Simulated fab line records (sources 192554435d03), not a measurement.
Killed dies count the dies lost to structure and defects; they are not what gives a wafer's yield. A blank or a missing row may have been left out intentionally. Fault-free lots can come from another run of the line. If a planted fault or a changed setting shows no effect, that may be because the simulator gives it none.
fab line records	flow n5Finfet
record lots=10	wafers=29	lastDay=17
route steps=1938 shown FIN_SAQP@99 BEOL_M4@1111 PASSIVATION@1936
lots that met no fault: taken from a fault-free run of the same line
startH: the number of hours between the record's first day and the start of the first shown wafer of the lot	waitH: hours since the lot's step before	" the same as in the row above	L1.1+2: several wafers, shown together as one row	- value missing, or start not given	* or withheld: withheld	< > ~ a bound
route shown NAME@n: names a module that has steps shown in the file, with the first one's number in the route	usual: the fault-free wafers' mean and standard deviation	same: alike in all rows	chamber/n: place in a boat	sites: per-site readings	_std_site: the values' standard deviation	_edge_site: inner sites' mean taken away from outer sites' mean	radiusMm: how far each site lies from the wafer's centre	mask NAME#n: copy n	behind: the tool/chamber that last shaped the wafer	hold: reason for holding the lot/hours on hold/outcome of the hold	device: which transistor (n, p or np) failed to switch	end of line: the tests these same wafers got at the end of their route	a step with no rows: only its recipe	killed: the dies lost at the first sort to structure and to defects; this is not the yield of the wafer	map: shows each die of a wafer: x if killed, . if not, _ if none is there
set.NAME: the run value of the setting; set.NAME@STEP: its run value at that earlier step	model.NAME: the simulator's own value behind a step, which no gauge read
the route's steps for a sample of lots (tables are steps, rows are wafers)
services: from which hour (startH, from the record's first day; less than 0 if before it) a tool's chamber was out of use, for how many hours, and why
## steps
# step N5_FIN_SAQP_PECVD_48
# recipe material=SiNx	targetThkA=250	tempC=400	precursor=SiH4/NH3/N2	pressureTorr=1.5	rfW=300	timeS=22.1
# usual heaterPowerW=860/100	showerheadPlenumPTorr=5.12/0.1	throttleValvePct=39.6/1.8
lot.wafer	tool	chamber	startH	waitH	heaterPowerW	showerheadPlenumPTorr	throttleValvePct
L242.2	pecvd-04	2	21.06	0.0	881	5.09	41.4
L242.3	"	0	"	"	838	5.15	40.7
L242.4	"	1	"	"	867	5.17	39.1
L244.3	pecvd-04	2	32.97	0.0	777	5.08	41.3
L244.4	"	0	"	"	920	5.15	40.4
L244.6	"	2	"	"	785	5.09	41.4
L246.1	pecvd-01	0	44.96	0.0	806	5.27	39.1
L246.5	"	1	"	"	1013	5.03	38.6
L246.6	"	0	"	"	797	5.29	39.5
L251.1	pecvd-02	2	76.29	0.0	842	5.17	39.5
L251.3	"	1	"	"	765	5.10	41.9
L251.5	"	0	"	"	847	5.15	41.5
L255.1	pecvd-01	0	101.04	0.0	692	5.29	39.4
L255.5	"	0	"	"	691	5.28	39.4
L257.2	pecvd-04	0	110.69	0.0	958	5.16	40.7
L257.4	"	2	"	"	808	5.09	42.1
L257.6	"	0	"	"	950	5.13	40.4
L259.1	pecvd-02	0	123.38	0.0	753	5.15	41.7
L259.2	"	1	"	"	764	5.10	41.9
L259.6	"	2	"	"	807	5.18	39.7
L260.3	pecvd-01	1	129.40	0.0	1095	5.01	38.6
L260.4	"	0	"	"	759	5.28	39.4
L260.5	"	2	"	"	821	4.93	35.6
L264.1	pecvd-04	1	153.95	0.0	926	5.18	39.4
L264.2	"	2	"	"	836	5.09	42.5
L264.3	"	0	"	"	960	5.14	40.8
L265.1	pecvd-02	0	159.08	0.0	836	5.14	41.6
L265.2	"	1	"	"	734	5.09	42.1
L265.6	"	0	"	"	841	5.14	42.3
# step N5_FIN_SAQP_HM_DEP_72
# recipe material=SiO2	targetThkA=120	tempC=400	precursor=SiH4/N2O	pressureTorr=0.75	rfW=275	timeS=7.2
# usual heaterPowerW=843/100	showerheadPlenumPTorr=8.11/0.18
lot.wafer	tool	chamber	startH	waitH	heaterPowerW	showerheadPlenumPTorr
L242.2	pecvd-02	0	21.23	0.0	687	8.15
L242.3	"	2	"	"	752	8.22
L242.4	"	1	"	"	720	8.08
L244.3	pecvd-02	1	33.16	0.0	768	8.08
L244.4	"	2	"	"	729	8.22
L244.6	"	1	"	"	763	8.03
L246.1	pecvd-02	1	45.17	0.0	736	8.06
L246.5	"	1	"	"	762	8.07
L246.6	"	2	"	"	830	8.22
L251.1	pecvd-01	1	76.46	0.0	1056	7.90
L251.3	"	2	"	"	924	7.75
L251.5	"	2	"	"	925	7.75
L255.1	pecvd-01	1	101.21	0.0	1086	7.89
L255.5	"	2	"	"	899	7.75
L257.2	pecvd-04	2	110.86	0.0	873	8.02
L257.4	"	0	"	"	1016	8.16
L257.6	"	2	"	"	868	8.04
L259.1	pecvd-04	1	123.54	0.0	881	8.22
L259.2	"	2	"	"	782	8.03
L259.6	"	1	"	"	879	8.27
L260.3	pecvd-01	2	129.57	0.0	773	7.75
L260.4	"	2	"	"	760	7.75
L260.5	"	1	"	"	961	7.92
L264.1	pecvd-01	1	154.11	0.0	1097	7.91
L264.2	"	0	"	"	800	8.45
L264.3	"	2	"	"	818	7.76
L265.1	pecvd-02	1	159.29	0.0	779	8.07
L265.2	"	0	"	"	816	8.15
L265.6	"	1	"	"	729	8.08
# step N5_FIN_SAQP_EXPOSE_13
# recipe maskId=FIN_CORE	na=1.35	sourceShape=dipole	sigmaInner=0.538	sigmaOuter=0.738	polarization=te	targetCdNm=35.6	doseMj=63.25
# same dipoleOpeningDeg=40	sigmaInner=0.538
lot.wafer	tool	chamber	startH	waitH	mask
L242.2+3+4	arfiScanner-02	0	21.43	-	FIN_CORE#0
L244.3+4+6	arfiScanner-03	0	33.37	-	FIN_CORE#0
L246.1+5+6	arfiScanner-02	0	45.49	-	FIN_CORE#0
L251.1+3+5	arfiScanner-03	0	76.77	-	FIN_CORE#0
L255.1+5	arfiScanner-02	0	101.40	-	FIN_CORE#0
L257.2+4+6	arfiScanner-03	0	111.18	-	FIN_CORE#0
L259.1+2+6	arfiScanner-03	0	123.74	-	FIN_CORE#0
L260.3+4+5	arfiScanner-01	0	129.90	-	FIN_CORE#0
L264.1+2+3	arfiScanner-03	0	154.43	-	FIN_CORE#0
L265.1+2+6	arfiScanner-02	0	159.63	-	FIN_CORE#0
# step N5_FIN_SAQP_CD_MEAS_16
# recipe targetCdNm=35.6	landingEnergyEv=500	detector=seInlens
# usual cdNm=35.6/0.51
lot.wafer	tool	chamber	startH	waitH	cdNm
L242.2	cdSem-03	0	21.55	-	35.9
L242.3	"	0	"	"	36.5
L242.4	"	0	"	"	35.8
L244.3	cdSem-02	0	33.49	-	35.4
L244.4	"	0	"	"	36.2
L244.6	"	0	"	"	35.7
L246.1	cdSem-02	0	45.62	-	35.2
L246.5	"	0	"	"	35.1
L246.6	"	0	"	"	35.0
L251.1	cdSem-03	0	76.90	-	35.6
L251.3	"	0	"	"	36.7
L251.5	"	0	"	"	36.5
L255.1	cdSem-02	0	101.53	-	30.8
L255.5	"	0	"	"	35.7
L257.2	cdSem-03	0	111.31	-	35.5
L257.4	"	0	"	"	36.3
L257.6	"	0	"	"	35.9
L259.1	cdSem-02	0	123.87	-	34.9
L259.2	"	0	"	"	34.5
L259.6	"	0	"	"	35.6
L260.3	cdSem-03	0	130.02	-	36.0
L260.4	"	0	"	"	36.7
L260.5	"	0	"	"	36.5
L264.1	cdSem-01	0	154.56	-	35.8
L264.2	"	0	"	"	36.0
L264.3	"	0	"	"	35.2
L265.1	cdSem-02	0	159.76	-	35.5
L265.2	"	0	"	"	35.5
L265.6	"	0	"	"	36.3
# step N5_FIN_SAQP_OVL_MEAS_17
# recipe pointsPerWafer=44
# usual FIN_CORE_OVL=0.0/0.71
lot.wafer	tool	chamber	startH	waitH	FIN_CORE_OVL[nm]
L242.2	overlay-02	0	21.59	0.0	-0.3
L242.3	"	0	"	"	1.0
L242.4	"	0	"	"	0.6
L244.3	overlay-01	0	33.53	0.0	0.3
L244.4	"	0	"	"	1.3
L244.6	"	0	"	"	-0.2
L246.1	overlay-02	0	45.66	0.0	0.0
L246.5	"	0	"	"	-0.6
L246.6	"	0	"	"	0.6
L251.1	overlay-01	0	76.94	0.0	0.1
L251.3	"	0	"	"	-0.6
L251.5	"	0	"	"	-0.4
L255.1	overlay-01	0	101.57	0.0	0.5
L255.5	"	0	"	"	-0.5
L257.2	overlay-02	0	111.35	0.0	-1.8
L257.4	"	0	"	"	-0.4
L257.6	"	0	"	"	-0.4
L259.1	overlay-02	0	123.91	0.0	1.0
L259.2	"	0	"	"	0.4
L259.6	"	0	"	"	-1.3
L260.3	overlay-02	0	130.06	0.0	1.3
L260.4	"	0	"	"	0.0
L260.5	"	0	"	"	-0.8
L264.1	overlay-02	0	154.60	0.0	0.7
L264.2	"	0	"	"	1.2
L264.3	"	0	"	"	0.6
L265.1	overlay-01	0	159.80	0.0	0.8
L265.2	"	0	"	"	1.2
L265.6	"	0	"	"	-0.2
# step N5_BEOL_M4_RC_MEAS_101
# usual DIBL_N=36.0/2.2	DIBL_P=35.9/2.6	IOFF_N=0.16/0.038	IOFF_P=0.21/0.042	ION_N=675/15	ION_P=463/10	SS_N=71.5/0.62	SS_P=73.2/0.76	VT_N=250/4.1	VT_P=-251/3.6
lot.wafer	tool	chamber	startH	waitH	DIBL_N[mV/V]	DIBL_P[mV/V]	IOFF_N[nA/um]	IOFF_P[nA/um]	ION_N[uA/um]	ION_P[uA/um]	SS_N[mV/dec]	SS_P[mV/dec]	VT_N[mV]	VT_P[mV]
L242.2	prober-01	0	164.69	0.2	35.0	34.6	0.13	0.20	672	464	71.2	72.7	250	-250
L242.3	"	0	"	"	32.8	32.3	0.11	0.17	658	457	70.6	72.4	256	-251
L242.4	"	0	"	"	33.8	32.1	0.12	0.16	665	461	71.6	72.1	254	-251
L244.3	prober-02	0	168.92	0.3	36.3	37.2	0.17	0.21	675	458	72.3	73.5	249	-252
L244.4	"	0	"	"	35.1	36.8	0.15	0.19	662	454	71.6	73.3	251	-252
L244.6	"	0	"	"	32.8	34.1	0.12	0.16	672	463	70.7	72.1	253	-255
L246.1	prober-01	0	192.73	0.0	32.4	31.1	0.10	0.14	662	457	71.0	72.7	259	-258
L246.5	"	0	"	"	32.1	31.3	0.10	0.14	648	454	70.5	72.4	260	-257
L246.6	"	0	"	"	34.7	33.8	0.13	0.18	674	465	71.4	74.1	255	-251
L251.1	prober-02	0	215.85	0.0	37.8	37.3	0.16	0.19	675	459	71.2	73.3	252	-254
L251.3	"	0	"	"	35.3	34.2	0.12	0.16	644	445	70.9	73.4	259	-256
L251.5	"	0	"	"	35.8	33.6	0.13	0.15	653	446	71.9	72.5	256	-259
L255.1	prober-02	0	253.67	0.0	35.7	35.0	0.15	0.19	671	464	70.9	72.2	248	-250
L255.5	"	0	"	"	36.7	34.6	0.16	0.19	669	457	71.8	72.8	249	-250
L260.3	prober-02	0	264.25	0.3	38.2	34.2	0.15	0.19	658	452	71.8	73.3	253	-253
L260.4	"	0	"	"	38.3	37.3	0.17	0.23	691	473	71.6	73.5	245	-251
L260.5	"	0	"	"	37.3	36.2	0.16	0.22	687	474	71.0	73.4	248	-249
L257.2	prober-01	0	264.52	0.2	35.9	34.9	0.14	0.17	670	458	71.9	73.3	253	-257
L257.4	"	0	"	"	34.5	34.9	0.14	0.17	656	452	71.3	74.0	248	-256
L257.6	"	0	"	"	33.3	32.4	0.10	0.15	632	438	71.4	73.3	254	-259
L259.1	prober-02	0	266.93	0.0	37.0	38.5	0.17	0.24	661	456	72.0	73.5	246	-249
L259.2	"	0	"	"	37.4	38.1	0.20	0.23	697	478	71.2	73.8	243	-251
L259.6	"	0	"	"	36.6	36.9	0.17	0.22	686	464	70.7	72.4	248	-250
L264.1	prober-01	0	306.25	0.0	37.4	40.0	0.21	0.26	678	458	71.8	74.5	242	-250
L264.2	"	0	"	"	33.0	33.5	0.14	0.17	679	467	71.5	72.5	249	-254
L264.3	"	0	"	"	37.6	40.5	0.22	0.25	692	470	72.9	74.6	244	-249
L265.1	prober-02	0	306.35	0.0	36.0	37.0	0.18	0.25	684	464	71.0	73.4	245	-248
L265.2	"	0	"	"	35.7	36.7	0.18	0.25	693	475	71.2	73.6	244	-245
L265.6	"	0	"	"	35.6	37.8	0.19	0.28	700	491	71.5	74.2	245	-245
# step N5_PASSIVATION_PROBE_49
# usual defectLimitedYield=91.4/1.6	killed_at_M0_to_M3=35/10	killed_at_M4_up=12/4.7	killedAtContacts=12/5.8	killedAtFrontEnd=38/12	killedAtOther=4/3.2	killedDies=102/18	killedOpen=68/14	killedShort=32/8	sort_bin_5_function=5.1/0.96	sort_bin_6_memory=3.2/0.77	sort_bin_8_speed=0.1/0.39	sortNPass=1078/20	sortYieldPct=91.3/1.7
# same grossDies=1180	killedAtBackSide=0	sort_bin_4_leakage[%]=0
lot.wafer	tool	chamber	startH	waitH	defectLimitedYield[%]	killed_at_M0_to_M3	killed_at_M4_up	killedAtContacts	killedAtFrontEnd	killedAtOther	killedDies	killedOpen	killedShort	sort_bin_5_function[%]	sort_bin_6_memory[%]	sort_bin_8_speed[%]	sortNPass	sortYieldPct[%]
L255.1	prober-01	-	359.75	0.5	90.3	29	14	12	58	2	115	69	24	6.8	2.4	0	1065	90.3
L260.3	prober-01	-	371.09	0.1	90.2	32	7	32	41	4	116	83	30	6.4	3.3	0	1064	90.2
L260.4	prober-01	-	371.14	0.2	93.1	31	16	15	15	5	82	63	17	4.9	2.0	0	1098	93.1
L260.5	prober-01	-	371.19	0.2	91.3	28	21	18	31	5	103	75	28	4.9	3.4	0	1077	91.3
# killed by level:class
L255.1 FIN_SAQP:areaExpose=22 BEOL_M0_SAQP:geometricParticle:open=10 GATE_CUT:geometricParticle:open=9 MOL_CONTACT_COAG:geometricParticle:open=9 FIN_SAQP:geometricParticle:open=7 BEOL_M0_SAQP:geometricParticle:short=6 BEOL_M2:geometricParticle:open=6 DUMMY_GATE:geometricParticle:open=5
L260.3 MOL_CONTACT_COAG:geometricParticle:open=25 STI_FIN_REVEAL:geometricParticle:open=15 BEOL_M3:geometricParticle:open=8 BEOL_M3:geometricParticle:short=7 BEOL_M0_SAQP:geometricParticle:open=6 MOL_CONTACT_COAG:geometricParticle:short=5 FIN_SAQP:geometricParticle:short=4 DUMMY_GATE:geometricParticle:open=4
L260.4 MOL_CONTACT_COAG:geometricParticle:open=11 BEOL_M3:geometricParticle:open=10 BEOL_M0_SAQP:geometricParticle:open=7 BEOL_M2:geometricParticle:open=6 BEOL_M8:geometricParticle:open=5 GATE_CUT:geometricParticle:open=3 MOL_CONTACT_COAG:geometricParticle:short=3 BEOL_M3:geometricParticle:short=3
L260.5 MOL_CONTACT_COAG:geometricParticle:open=18 BEOL_M0_SAQP:geometricParticle:open=11 STI_FIN_REVEAL:geometricParticle:open=11 BEOL_M0_SAQP:geometricParticle:short=6 BEOL_M3:geometricParticle:open=6 BEOL_M4:geometricParticle:open=6 FIN_SAQP:geometricParticle:open=4 FIN_SAQP:geometricParticle:short=4
## services
tool	chamber	startH	hours	kind
pecvd-02	0	-2.46	4.6	scheduledDown
arfiScanner-02	-	-0.74	4.0	repair
arfiScanner-02	-	5.64	1.3	pm
arfiScanner-02	-	8.99	0.8	pm
pecvd-01	-	34.00	0.7	repair
arfiScanner-01	-	46.43	1.3	pm
arfiScanner-01	-	49.92	17.3	pm
arfiScanner-02	-	56.76	4.5	repair
pecvd-04	-	68.87	14.6	pm
arfiScanner-03	-	70.38	1.3	pm
arfiScanner-02	-	71.20	1.0	pm
pecvd-01	-	94.47	1.4	repair
arfiScanner-01	-	98.10	0.8	pm
arfiScanner-03	-	106.49	1.0	repair
arfiScanner-02	-	107.52	1.0	pm
arfiScanner-02	-	115.28	0.8	pm
arfiScanner-02	-	120.28	3.9	pm
arfiScanner-01	-	124.77	2.1	repair
arfiScanner-02	-	125.08	4.9	pm
arfiScanner-02	-	131.14	1.3	pm
arfiScanner-01	-	132.43	4.9	pm
arfiScanner-02	-	138.16	3.0	repair
arfiScanner-02	-	149.98	1.6	repair
arfiScanner-03	-	157.57	1.0	pm
## key
firstSign step=N5_FIN_SAQP_CD_MEAS_16	reading=cdNm	direction=down	sigmas=9.5	usual=35.6	struck=30.8
effect none on later readings
metAt N5_FIN_SAQP_EXPOSE_13
struckLots L255
struckWafers L255.1
notActingAt N5_FIN_SAQP_PECVD_48,N5_FIN_SAQP_HM_DEP_72,N5_FIN_SAQP_OVL_MEAS_17
onsetBetween 45.49 101.40
fault kind=processParameterDrift	tool=arfiScanner-02	chamber=-	onsetH=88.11	steps=N5_FIN_SAQP_EXPOSE_13	channel=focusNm	offset=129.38	shape=step	endH=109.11	scope=struckWafersOnly
